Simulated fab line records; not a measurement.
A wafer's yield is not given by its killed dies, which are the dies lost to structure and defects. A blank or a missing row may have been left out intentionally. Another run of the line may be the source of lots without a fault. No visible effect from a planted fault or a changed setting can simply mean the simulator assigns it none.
fab line records	flow nand-harc
record lots=6	wafers=18	last-day=28
route steps=1302 shown A_ZERO_WELL@412 A_SOURCE_PLATE@413 A_ONON_D1@424 A_CHANNEL_HOLE_D1@450 END@1302
lots that met no fault: taken from a fault-free run of the same line
start-h: hours from the record's opening day to when the first of the lot's shown wafers began	wait-h: time in hours since the lot's previous step	" the same as in the row above	L1.1+2: one row covering several wafers at once	- no value present, or no start provided	* or withheld: withheld	< > ~ a bound
route shown NAME@n: names a module that has steps shown in the file, with the first one's number in the route	usual: average and standard deviation across the fault-free wafers	same: alike in all rows	chamber/n: place in a boat	sites: per-site readings	_std_site: standard deviation across them	_edge_site: the outer-site mean with the inner-site mean subtracted	radius-mm: how far each site lies from the wafer's centre	mask NAME#n: copy n	behind: tool/chamber where the wafer was last shaped	hold: the reason the lot was held/the length of the hold in hours/how it ended	device: the transistor (n, p or np) that didn't switch	end of line: the same wafers' tests at the end of the route	a step given without rows: its recipe and nothing more	killed: dies that structure and defects cost at the first sort, which is not the same as the wafer's yield	map: a wafer's dies, x killed, . not, _ none there
set.NAME: the setting as run; set.NAME@STEP: as run at that earlier step	model.NAME: the simulator's own value behind a step, which no gauge read
certain route steps with their lots: each step a table, each wafer a row
services: when a tool's chamber went out of use (start-h, in hours from the record's first day, below 0 if earlier), for how many hours, and the reason
## steps
# step NHARC_A_ZERO_WELL_INSPECT_17
# usual raw-defect-count=10/5.3
lot.wafer	tool	chamber	start-h	wait-h	raw-defect-count
L660.2	defect-inspect-02	-	135.54	0.1	5
L660.4	"	-	"	"	10
L660.6	"	-	"	"	13
L665.2	defect-inspect-01	-	194.41	0.1	7
L665.3	"	-	"	"	10
L665.5	"	-	"	"	8
L666.2	defect-inspect-01	-	195.43	0.1	7
L666.3	"	-	"	"	15
L666.5	"	-	"	"	10
L670.3	defect-inspect-01	-	242.23	0.1	12
L670.5	"	-	"	"	15
L670.6	"	-	"	"	7
L671.3	defect-inspect-01	-	248.65	0.1	7
L671.4	"	-	"	"	13
L671.5	"	-	"	"	8
L672.3	defect-inspect-01	-	256.89	0.1	9
L672.4	"	-	"	"	8
L672.6	"	-	"	"	5
# step NHARC_A_SOURCE_PLATE_PRECLEAN_00
# recipe time-s=60	chemistry=HF-LAST
# step NHARC_A_SOURCE_PLATE_SRD_01
# step NHARC_A_SOURCE_PLATE_OXIDE_02
# recipe target-thk-a=100	temp-c=900	ox-time-s=1362	material=SiO2
# step NHARC_A_SOURCE_PLATE_THK_MEAS_09
# recipe thk-meas-gauge=ellipsometry
# usual thk-nm=9.7/0.99
lot.wafer	tool	chamber	start-h	wait-h	thk-nm
L660.2	film-metro-02	-	143.35	0.4	9.4
L660.4	"	-	"	"	10.3
L660.6	"	-	"	"	9.4
L665.2	film-metro-02	-	201.24	0.4	9.8
L665.3	"	-	"	"	8.3
L665.5	"	-	"	"	9.6
L666.2	film-metro-01	-	201.24	0.4	10.1
L666.3	"	-	"	"	9.1
L666.5	"	-	"	"	8.6
L670.3	film-metro-02	-	249.57	0.4	10.9
L670.5	"	-	"	"	10.7
L670.6	"	-	"	"	8.7
L671.3	film-metro-02	-	255.80	0.4	7.4
L671.4	"	-	"	"	10.1
L671.5	"	-	"	"	10.0
L672.3	film-metro-01	-	264.26	0.4	10.3
L672.4	"	-	"	"	9.2
L672.6	"	-	"	"	9.9
# step NHARC_A_SOURCE_PLATE_PVD_04
# recipe target-thk-a=500	material=WSi2
# step NHARC_A_SOURCE_PLATE_CVD_03
# recipe target-thk-a=2000	temp-c=620	pressure-mtorr=200	time-s=4000	material=poly-Si
# step NHARC_A_SOURCE_PLATE_ANNEAL_05
# recipe temp-c=850	time-s=1800
# step NHARC_A_SOURCE_PLATE_THK_MEAS_06
# recipe thk-meas-gauge=ellipsometry
# usual thk-nm=200.3/2
lot.wafer	tool	chamber	start-h	wait-h	thk-nm
L660.2	film-metro-02	-	156.33	0.4	197.7
L660.4	"	-	"	"	199.2
L660.6	"	-	"	"	199.6
L666.2	film-metro-02	-	214.91	0.4	199.2
L666.3	"	-	"	"	199.9
L666.5	"	-	"	"	198.8
L665.2	film-metro-02	-	214.91	0.4	201.4
L665.3	"	-	"	"	201.5
L665.5	"	-	"	"	203.9
L670.3	film-metro-01	-	262.46	0.4	200.4
L670.5	"	-	"	"	200.8
L670.6	"	-	"	"	199.3
L671.3	film-metro-02	-	268.31	0.4	199.8
L671.4	"	-	"	"	203.8
L671.5	"	-	"	"	202.2
L672.3	film-metro-02	-	279.11	0.4	201.8
L672.4	"	-	"	"	200.2
L672.6	"	-	"	"	200.5
# step NHARC_A_SOURCE_PLATE_INSPECT_08
# usual raw-defect-count=60/25
lot.wafer	tool	chamber	start-h	wait-h	raw-defect-count
L660.2	defect-inspect-01	-	156.41	0.0	45
L660.4	"	-	"	"	61
L660.6	"	-	"	"	96
L666.2	defect-inspect-02	-	214.97	0.0	121
L666.3	"	-	"	"	90
L666.5	"	-	"	"	64
L665.2	defect-inspect-01	-	214.98	0.0	28
L665.3	"	-	"	"	37
L665.5	"	-	"	"	42
L670.3	defect-inspect-02	-	262.52	0.0	56
L670.5	"	-	"	"	83
L670.6	"	-	"	"	57
L671.3	defect-inspect-02	-	268.40	0.0	39
L671.4	"	-	"	"	23
L671.5	"	-	"	"	48
L672.3	defect-inspect-02	-	279.22	0.0	57
L672.4	"	-	"	"	38
L672.6	"	-	"	"	37
# step NHARC_A_ONON_D1_DEP_00
# recipe target-thk-a=10000	n2-flow-sccm=2750	n2o-flow-sccm=2000	nh3-flow-sccm=500	sih4-flow-sccm=210	temp-c=400
# usual nh3-flow-sccm=499.6/1.3
lot.wafer	tool	chamber	start-h	wait-h	nh3-flow-sccm
L660.2	pecvd-onon-02	0	156.56	0.1	500.4
L660.4	"	0	"	"	499.1
L660.6	"	0	"	"	501.2
L666.2	pecvd-onon-02	0	215.10	0.1	498.7
L666.3	"	0	"	"	497.1
L666.5	"	0	"	"	496.3
L665.2	pecvd-onon-04	0	215.10	0.1	500.8
L665.3	"	0	"	"	498.3
L665.5	"	0	"	"	500.4
L670.3	pecvd-onon-04	0	262.70	0.2	500.1
L670.5	"	0	"	"	499.7
L670.6	"	0	"	"	499.0
L671.3	pecvd-onon-04	0	268.58	0.2	499.2
L671.4	"	0	"	"	501.5
L671.5	"	0	"	"	501.2
L672.3	pecvd-onon-04	0	279.40	0.2	501.5
L672.4	"	0	"	"	499.9
L672.6	"	0	"	"	501.2
# step NHARC_A_ONON_D1_THK_MEAS_02
# recipe thk-meas-gauge=ellipsometry
# usual thk-nm=1002/9.9
lot.wafer	tool	chamber	start-h	wait-h	thk-nm
L660.2	film-metro-01	-	157.01	-	987
L660.4	"	-	"	"	989
L660.6	"	-	"	"	989
L666.2	film-metro-02	-	215.55	-	1005
L666.3	"	-	"	"	1003
L666.5	"	-	"	"	1004
L665.2	film-metro-01	-	215.56	-	986
L665.3	"	-	"	"	988
L665.5	"	-	"	"	986
L670.3	film-metro-02	-	263.10	-	1008
L670.5	"	-	"	"	1007
L670.6	"	-	"	"	1005
L671.3	film-metro-02	-	268.98	-	987
L671.4	"	-	"	"	988
L671.5	"	-	"	"	986
L672.3	film-metro-01	-	279.79	-	1009
L672.4	"	-	"	"	1009
L672.6	"	-	"	"	1011
# step NHARC_A_ONON_D1_DEP_03
# recipe target-thk-a=10000	n2-flow-sccm=2750	n2o-flow-sccm=2000	nh3-flow-sccm=500	sih4-flow-sccm=210	temp-c=400
# step NHARC_A_ONON_D1_THK_MEAS_05
# recipe thk-meas-gauge=ellipsometry
# usual thk-nm=1000/11
lot.wafer	tool	chamber	start-h	wait-h	thk-nm
L660.2	film-metro-01	-	157.57	-	979
L660.4	"	-	"	"	978
L660.6	"	-	"	"	979
L666.2	film-metro-02	-	216.11	-	1016
L666.3	"	-	"	"	1019
L666.5	"	-	"	"	1017
L665.2	film-metro-01	-	216.13	-	1002
L665.3	"	-	"	"	1001
L665.5	"	-	"	"	1002
L670.3	film-metro-01	-	263.66	-	1016
L670.5	"	-	"	"	1017
L670.6	"	-	"	"	1016
L671.3	film-metro-01	-	269.55	-	995
L671.4	"	-	"	"	997
L671.5	"	-	"	"	996
L672.3	film-metro-01	-	280.36	-	1000
L672.4	"	-	"	"	999
L672.6	"	-	"	"	1000
# step NHARC_A_ONON_D1_DEP_06
# recipe target-thk-a=10000	n2-flow-sccm=2750	n2o-flow-sccm=2000	nh3-flow-sccm=500	sih4-flow-sccm=210	temp-c=400
# step NHARC_A_ONON_D1_THK_MEAS_08
# recipe thk-meas-gauge=ellipsometry
# usual thk-nm=998/9.3
lot.wafer	tool	chamber	start-h	wait-h	thk-nm
L660.2	film-metro-02	-	158.14	-	1011
L660.4	"	-	"	"	1011
L660.6	"	-	"	"	1011
L666.2	film-metro-01	-	216.71	-	1017
L666.3	"	-	"	"	1015
L666.5	"	-	"	"	1015
L665.2	film-metro-02	-	216.73	-	1006
L665.3	"	-	"	"	1008
L665.5	"	-	"	"	1007
L670.3	film-metro-01	-	264.23	-	996
L670.5	"	-	"	"	995
L670.6	"	-	"	"	997
L671.3	film-metro-02	-	270.11	-	979
L671.4	"	-	"	"	979
L671.5	"	-	"	"	980
L672.3	film-metro-02	-	280.93	-	988
L672.4	"	-	"	"	988
L672.6	"	-	"	"	988
# step NHARC_A_ONON_D1_DEP_09
# recipe target-thk-a=10000	n2-flow-sccm=2750	n2o-flow-sccm=2000	nh3-flow-sccm=500	sih4-flow-sccm=210	temp-c=400
# step NHARC_A_ONON_D1_THK_MEAS_11
# recipe thk-meas-gauge=ellipsometry
# usual thk-nm=998/9.7
lot.wafer	tool	chamber	start-h	wait-h	thk-nm
L660.2	film-metro-02	-	158.71	-	978
L660.4	"	-	"	"	977
L660.6	"	-	"	"	977
L666.2	film-metro-01	-	217.28	-	1013
L666.3	"	-	"	"	1012
L666.5	"	-	"	"	1014
L665.2	film-metro-02	-	217.30	-	996
L665.3	"	-	"	"	994
L665.5	"	-	"	"	993
L670.3	film-metro-02	-	264.79	-	988
L670.5	"	-	"	"	989
L670.6	"	-	"	"	989
L671.3	film-metro-01	-	270.67	-	998
L671.4	"	-	"	"	996
L671.5	"	-	"	"	995
L672.3	film-metro-01	-	281.50	-	990
L672.4	"	-	"	"	991
L672.6	"	-	"	"	989
# step NHARC_A_ONON_D1_DEP_12
# recipe target-thk-a=10000	n2-flow-sccm=2750	n2o-flow-sccm=2000	nh3-flow-sccm=500	sih4-flow-sccm=210	temp-c=400
# step NHARC_A_ONON_D1_THK_MEAS_14
# recipe thk-meas-gauge=ellipsometry
# usual thk-nm=997/8.7
lot.wafer	tool	chamber	start-h	wait-h	thk-nm
L660.2	film-metro-02	-	159.28	-	980
L660.4	"	-	"	"	979
L660.6	"	-	"	"	980
L666.2	film-metro-01	-	217.85	-	1005
L666.3	"	-	"	"	1006
L666.5	"	-	"	"	1005
L665.2	film-metro-02	-	217.89	-	999
L665.3	"	-	"	"	1000
L665.5	"	-	"	"	1001
L670.3	film-metro-02	-	265.38	-	999
L670.5	"	-	"	"	996
L670.6	"	-	"	"	998
L671.3	film-metro-01	-	271.24	-	991
L671.4	"	-	"	"	989
L671.5	"	-	"	"	991
L672.3	film-metro-01	-	282.07	-	1001
L672.4	"	-	"	"	1002
L672.6	"	-	"	"	1002
# step NHARC_A_ONON_D1_ANNEAL_15
# recipe temp-c=750	time-s=3600
# step NHARC_A_ONON_D1_DEP_16
# recipe target-thk-a=10000	n2-flow-sccm=2750	n2o-flow-sccm=2000	nh3-flow-sccm=500	sih4-flow-sccm=210	temp-c=400
# step NHARC_A_ONON_D1_THK_MEAS_18
# recipe thk-meas-gauge=ellipsometry
# usual thk-nm=999/7.1
lot.wafer	tool	chamber	start-h	wait-h	thk-nm
L660.2	film-metro-02	-	167.07	-	999
L660.4	"	-	"	"	998
L660.6	"	-	"	"	998
L666.2	film-metro-01	-	226.39	-	999
L666.3	"	-	"	"	1000
L666.5	"	-	"	"	996
L665.2	film-metro-02	-	226.40	-	992
L665.3	"	-	"	"	990
L665.5	"	-	"	"	994
L670.3	film-metro-01	-	273.21	-	1006
L670.5	"	-	"	"	1008
L670.6	"	-	"	"	1008
L671.3	film-metro-01	-	279.04	-	986
L671.4	"	-	"	"	987
L671.5	"	-	"	"	986
L672.3	film-metro-01	-	294.09	-	1003
L672.4	"	-	"	"	1001
L672.6	"	-	"	"	1001
# step NHARC_A_ONON_D1_DEP_19
# recipe target-thk-a=10000	n2-flow-sccm=2750	n2o-flow-sccm=2000	nh3-flow-sccm=500	sih4-flow-sccm=210	temp-c=400
# step NHARC_A_ONON_D1_THK_MEAS_21
# recipe thk-meas-gauge=ellipsometry
# usual thk-nm=1003/8.5
lot.wafer	tool	chamber	start-h	wait-h	thk-nm
L660.2	film-metro-02	-	167.64	-	1014
L660.4	"	-	"	"	1013
L660.6	"	-	"	"	1013
L666.2	film-metro-01	-	226.95	-	1003
L666.3	"	-	"	"	1005
L666.5	"	-	"	"	1005
L665.2	film-metro-02	-	226.96	-	1014
L665.3	"	-	"	"	1015
L665.5	"	-	"	"	1014
L670.3	film-metro-02	-	273.78	-	1003
L670.5	"	-	"	"	1004
L670.6	"	-	"	"	1003
L671.3	film-metro-02	-	279.60	-	1000
L671.4	"	-	"	"	999
L671.5	"	-	"	"	1001
L672.3	film-metro-01	-	294.66	-	1003
L672.4	"	-	"	"	1003
L672.6	"	-	"	"	1003
# step NHARC_A_ONON_D1_DEP_22
# recipe target-thk-a=10000	n2-flow-sccm=2750	n2o-flow-sccm=2000	nh3-flow-sccm=500	sih4-flow-sccm=210	temp-c=400
# step NHARC_A_ONON_D1_THK_MEAS_24
# recipe thk-meas-gauge=ellipsometry
# usual thk-nm=1004/8.8
lot.wafer	tool	chamber	start-h	wait-h	thk-nm
L660.2	film-metro-01	-	168.20	-	1004
L660.4	"	-	"	"	1002
L660.6	"	-	"	"	1005
L666.2	film-metro-01	-	227.52	-	985
L666.3	"	-	"	"	986
L666.5	"	-	"	"	986
L665.2	film-metro-02	-	227.53	-	1022
L665.3	"	-	"	"	1023
L665.5	"	-	"	"	1023
L670.3	film-metro-02	-	274.34	-	1017
L670.5	"	-	"	"	1016
L670.6	"	-	"	"	1018
L671.3	film-metro-02	-	280.17	-	997
L671.4	"	-	"	"	999
L671.5	"	-	"	"	1000
L672.3	film-metro-01	-	295.22	-	1006
L672.4	"	-	"	"	1008
L672.6	"	-	"	"	1006
# step NHARC_A_ONON_D1_DEP_25
# recipe target-thk-a=10000	n2-flow-sccm=2750	n2o-flow-sccm=2000	nh3-flow-sccm=500	sih4-flow-sccm=210	temp-c=400
# step NHARC_A_ONON_D1_THK_MEAS_27
# recipe thk-meas-gauge=ellipsometry
# usual thk-nm=999/8.7
lot.wafer	tool	chamber	start-h	wait-h	thk-nm
L660.2	film-metro-02	-	168.76	-	987
L660.4	"	-	"	"	988
L660.6	"	-	"	"	987
L666.2	film-metro-01	-	228.08	-	1008
L666.3	"	-	"	"	1006
L666.5	"	-	"	"	1007
L665.2	film-metro-02	-	228.10	-	1011
L665.3	"	-	"	"	1012
L665.5	"	-	"	"	1011
L670.3	film-metro-01	-	274.91	-	1007
L670.5	"	-	"	"	1006
L670.6	"	-	"	"	1008
L671.3	film-metro-02	-	280.74	-	1012
L671.4	"	-	"	"	1011
L671.5	"	-	"	"	1008
L672.3	film-metro-01	-	295.78	-	1000
L672.4	"	-	"	"	998
L672.6	"	-	"	"	999
# step NHARC_A_ONON_D1_DEP_28
# recipe target-thk-a=10000	n2-flow-sccm=2750	n2o-flow-sccm=2000	nh3-flow-sccm=500	sih4-flow-sccm=210	temp-c=400
# step NHARC_A_ONON_D1_THK_MEAS_30
# recipe thk-meas-gauge=ellipsometry
# usual thk-nm=998/8.1
lot.wafer	tool	chamber	start-h	wait-h	thk-nm
L660.2	film-metro-01	-	169.35	-	993
L660.4	"	-	"	"	993
L660.6	"	-	"	"	994
L666.2	film-metro-02	-	228.64	-	994
L666.3	"	-	"	"	998
L666.5	"	-	"	"	998
L665.2	film-metro-02	-	228.78	-	1012
L665.3	"	-	"	"	1012
L665.5	"	-	"	"	1013
L670.3	film-metro-01	-	275.48	-	1000
L670.5	"	-	"	"	999
L670.6	"	-	"	"	1001
L671.3	film-metro-01	-	281.31	-	987
L671.4	"	-	"	"	987
L671.5	"	-	"	"	987
L672.3	film-metro-01	-	296.35	-	1002
L672.4	"	-	"	"	1003
L672.6	"	-	"	"	1004
# step NHARC_A_ONON_D1_DEP_33
# recipe target-thk-a=2000	temp-c=400	pressure-torr=6.5	rf-w=900	teos-flow-sccm=161.4	flow-sccm=2650	target-thk-nm=200	gas=O2	material=SiO2
# usual heater-power-w=549/91	throttle-valve-pct=16.2/0.5
lot.wafer	tool	chamber	start-h	wait-h	heater-power-w	throttle-valve-pct
L660.2	pecvd-01	1	169.41	0.1	629	16.8
L660.4	"	1	"	"	643	16.8
L660.6	"	1	"	"	666	16.5
L666.3	pecvd-03	0	228.70	0.1	619	16.3
L666.2	"	1	"	"	625	16.5
L666.5	"	0	"	"	637	16.4
L665.3	pecvd-03	0	228.97	0.2	564	16.2
L665.2	"	2	"	"	630	15.9
L665.5	"	1	"	"	548	16.4
L670.3	pecvd-01	2	275.62	0.1	558	16.2
L670.6	"	1	"	"	665	16.9
L670.5	"	2	"	"	578	16.0
L671.3	pecvd-01	2	281.47	0.2	548	16.1
L671.5	"	0	"	"	592	16.8
L671.4	"	2	"	"	564	16.1
L672.3	pecvd-03	2	296.54	0.2	613	15.7
L672.4	"	0	"	"	591	16.4
L672.6	"	0	"	"	610	16.5
# step NHARC_A_ONON_D1_THK_MEAS_34
# recipe thk-meas-gauge=ellipsometry
# usual thk-nm=200/3.2
lot.wafer	tool	chamber	start-h	wait-h	thk-nm
L660.2	film-metro-01	-	169.97	0.5	198
L660.4	"	-	"	"	199
L660.6	"	-	"	"	200
L666.2	film-metro-02	-	229.11	-	196
L666.3	"	-	"	"	196
L666.5	"	-	"	"	201
L665.2	film-metro-02	-	229.38	-	200
L665.3	"	-	"	"	200
L665.5	"	-	"	"	205
L670.3	film-metro-02	-	275.95	-	198
L670.5	"	-	"	"	203
L670.6	"	-	"	"	201
L671.3	film-metro-01	-	281.79	-	197
L671.4	"	-	"	"	205
L671.5	"	-	"	"	208
L672.3	film-metro-01	-	296.96	0.3	200
L672.4	"	-	"	"	202
L672.6	"	-	"	"	198
# step NHARC_A_CHANNEL_HOLE_D1_DEP_00
# recipe target-thk-a=31000	temp-c=400	material=aC
# usual throttle-valve-pct=35.001/0.0097
lot.wafer	tool	chamber	start-h	wait-h	throttle-valve-pct
L660.2	acl-dep-03	0	170.43	0.4	35.008
L660.4	"	0	"	"	35.007
L660.6	"	0	"	"	34.994
L666.2	acl-dep-01	0	229.55	0.4	34.997
L666.3	"	0	"	"	35.007
L666.5	"	0	"	"	35.000
L665.2	acl-dep-03	0	232.09	2.6	35.007
L665.3	"	0	"	"	35.006
L665.5	"	0	"	"	35.006
L670.3	acl-dep-01	0	278.30	2.3	35.004
L670.5	"	0	"	"	35.002
L670.6	"	0	"	"	35.010
L671.3	acl-dep-03	0	283.13	1.3	34.983
L671.4	"	0	"	"	35.016
L671.5	"	0	"	"	35.013
L672.3	acl-dep-02	0	297.75	0.7	35.009
L672.4	"	0	"	"	35.004
L672.6	"	0	"	"	34.989
# step NHARC_A_CHANNEL_HOLE_D1_DEP_01
# recipe target-thk-a=1400	target-thk-nm=140	temp-c=400	pressure-torr=3.5	flow-sccm=200	rf-w=350	material=SiON
# usual heater-power-w=725/87
lot.wafer	tool	chamber	start-h	wait-h	heater-power-w
L660.2	pecvd-02	1	172.09	1.3	747
L660.6	"	2	"	"	704
L660.4	"	0	"	"	845
L666.2	pecvd-01	1	231.64	1.8	865
L666.3	"	0	"	"	818
L666.5	"	1	"	"	860
L665.3	pecvd-01	0	233.69	1.0	766
L665.2	"	1	"	"	828
L665.5	"	2	"	"	749
L670.3	pecvd-01	2	279.64	1.0	801
L670.6	"	2	"	"	801
L670.5	"	0	"	"	740
L671.3	pecvd-02	1	284.49	1.0	662
L671.5	"	2	"	"	665
L671.4	"	1	"	"	658
L672.3	pecvd-01	2	299.10	1.0	690
L672.6	"	1	"	"	848
L672.4	"	2	"	"	697
# step NHARC_A_CHANNEL_HOLE_D1_DEHYDRATE_02
# recipe temp-c=150	time-s=120
# step NHARC_A_CHANNEL_HOLE_D1_HMDS_03
# recipe time-s=30
# step NHARC_END_SORT_01
# recipe temp-c=25
# usual killed-at-array=56/20	killed-at-other=0.9/1.1	killed-at-periphery=3.7/3	killed-dies=61/21	killed-open=2.9/1.6	killed-short=2.6/1.4
# same gross-dies=677
lot.wafer	tool	chamber	start-h	wait-h	killed-at-array	killed-at-other	killed-at-periphery	killed-dies	killed-open	killed-short
L671.3	prober-01	0	671.20	3.1	156	2	11	169	3	4
L671.4	prober-01	0	672.00	3.4	136	0	6	142	4	3
L671.5	prober-01	0	672.80	3.7	164	1	8	173	0	3
L672.3	prober-02	0	680.30	3.1	112	1	2	115	3	0
L672.4	prober-02	0	681.10	3.4	122	1	3	126	3	2
L672.6	prober-02	0	682.71	4.0	122	0	5	127	4	3
# killed by level:class
L671.3 A_ONON_D1:unspecified=86 A_CHANNEL_HOLE_D1:chamber-film-flake=30 A_SLIT:chamber-film-flake=24 A_CHANNEL_HOLE_D2:chamber-film-flake=5 P_STI:chamber-film-flake=3 P_GATE:chamber-film-flake=3 P_M0:chamber-film-flake=3 A_STAIRCASE:chamber-film-flake=3
L671.4 A_ONON_D1:unspecified=69 A_SLIT:chamber-film-flake=22 A_CHANNEL_HOLE_D1:chamber-film-flake=18 A_CHANNEL_HOLE_D2:chamber-film-flake=13 P_STI:chamber-film-flake=3 P_M0:chamber-film-flake=2 A_STAIRCASE:chamber-film-flake=2 A_CONTACT:chamber-film-flake=2
L671.5 A_ONON_D1:unspecified=85 A_SLIT:chamber-film-flake=33 A_CHANNEL_HOLE_D1:chamber-film-flake=19 A_CHANNEL_HOLE_D2:chamber-film-flake=13 P_STI:chamber-film-flake=4 P_M0:chamber-film-flake=3 A_CONTACT:chamber-film-flake=3 A_BLC:chamber-film-flake=3
L672.3 A_ONON_D1:unspecified=83 A_CHANNEL_HOLE_D1:chamber-film-flake=22 A_CHANNEL_FILL_D1:chamber-film-flake=2 A_STAIRCASE:chamber-film-flake=2 P_GATE:geometric-particle:open=1 A_CHANNEL_FILL_D1:geometric-particle:open=1 A_M0:geometric-particle:open=1 P_M2:chamber-film-flake=1
L672.4 A_ONON_D1:unspecified=71 A_CHANNEL_HOLE_D1:chamber-film-flake=38 A_SLIT:chamber-film-flake=3 P_GATE:geometric-particle:open=1 A_CHANNEL_FILL_D1:geometric-particle:open=1 A_DECK1_JOINT:geometric-particle:short=1 A_CHANNEL_FILL_D2:geometric-particle:short=1 A_CONTACT:geometric-particle:open=1
L672.6 A_ONON_D1:unspecified=80 A_CHANNEL_HOLE_D1:chamber-film-flake=27 A_CHANNEL_FILL_D1:chamber-film-flake=3 P_M2:chamber-film-flake=2 A_STAIRCASE:chamber-film-flake=2 A_WL_FILL:chamber-film-flake=2 P_GATE:geometric-particle:open=1 P_CONTACT:geometric-particle:open=1
# map L671.5 (x killed, . not)
____________.____________
_________......._________
_______..........._______
______.............______
_____....x......x..._____
____........x........____
____.........x.......____
___.......x.x.........___
___..........x..x.....___
__......x.xx.x.........__
__........xxx..........__
_.......x.xxx.x........._
_........x.xxxxx........_
_.........xxxx.........._
_.......x..xxx.x........_
_...........xx.....x.x.._
.........................
...........x..x..........
......xxxxx..............
...x.xxxx...x............
....xxxx.xx....x.........
_.xxxxxxxx.............._
_..xxxxxxxx..x.....x...._
_.xxxxxxxx.............._
_..xxxxxxxx...x........._
_.xxxxxxxx.x........x..._
__.xxxxxx.....x...x....__
__xxxxxxxxx......xxx...__
___.xxxxxx.x.....x.x..___
___.xxxxx...x...xxxx..___
____.x.x......x..xx..____
____.......x..x..xx.x____
_____....x...xxxxxx._____
______.......xxxxxx______
_______.......xxxx_______
_________x...x.x_________
____________.____________
# map L672.6 (x killed, . not)
____________.____________
_________......._________
_______..........._______
______.........x...______
_____x......x......._____
____.x...............____
____.................____
___.....x.............___
___...................___
__.....................__
__.....................__
_...x..................._
_.x......x............x._
_......................._
_.......x..............x_
_....................x.._
......x..................
.......................xx
.......x.................
...x.xx.x.x..............
.x.xxxxxx..x.............
_....xxxx.x............._
_...xxxxxx....x........._
_xxxxxxxxxx............._
_..xxxxxxxxx.....x......_
_..xxxxxxx..x..........._
__.xxxxxxxx............__
__..xxxxx..............__
___xxxxxxx.....x....x.___
___.xxxx.........x....___
____xxxx.........x..x____
____..x........xxxx..____
_____.........x.xxxx_____
______......xxxxxxx______
_______.......xxxx_______
_________x...xxx_________
____________.____________
## services
tool	chamber	start-h	hours	kind
pecvd-01	0	143.12	-	clean
pecvd-01	1	143.12	-	clean
pecvd-01	2	143.12	-	clean
pecvd-01	0	156.73	21.7	repair
pecvd-onon-02	-	185.00	13.0	pm
pecvd-03	-	185.03	13.0	pm
pecvd-03	0	185.03	13.0	vent-cycle
pecvd-03	1	185.03	13.0	vent-cycle
pecvd-03	2	185.03	13.0	vent-cycle
pecvd-02	2	186.71	4.3	repair
acl-dep-01	-	189.00	13.0	pm
pecvd-03	0	198.03	-	clean
pecvd-03	1	198.03	-	clean
pecvd-03	2	198.03	-	clean
pecvd-02	-	227.00	13.0	pm
pecvd-02	0	227.00	13.0	vent-cycle
pecvd-02	1	227.00	13.0	vent-cycle
pecvd-02	2	227.00	13.0	vent-cycle
pecvd-02	0	240.00	-	clean
pecvd-03	2	243.44	6.8	repair
acl-dep-02	-	245.46	13.0	pm
pecvd-01	1	251.79	7.7	repair
pecvd-03	1	291.18	8.0	repair
acl-dep-03	-	297.00	13.0	pm
## key
first-sign step=NHARC_END_SORT_01	reading=killed-dies	direction=up	sigmas=4	usual=61	struck=142
effect step=NHARC_END_SORT_01	reading=killed-at-array	direction=up	sigmas=3.9	usual=56	struck=135
more-kills-born-at NHARC_A_ONON_D1_DEP_00@pecvd-onon-04=474
met-at NHARC_A_ONON_D1_DEP_00
struck-wafers L671.3,L671.4,L671.5,L672.3,L672.4,L672.6
tester-left-out L671,L672
onset-between 262.70 268.58
also-fits time
fault kind=chamber-particle-source	tool=pecvd-onon-04	chamber=-	onset-h=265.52	steps=NHARC_A_ONON_D1_DEP_00	rate-per-visit-cm2=0.62682	end-h=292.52
# tester-left-out: of these lots the tester's yield and bins aren't shown, on N5 and GAA mostly nor the transistor test; their killed dies are dies lost to structure and defects alone, not to doping, threshold or leakage, so they don't give the yield
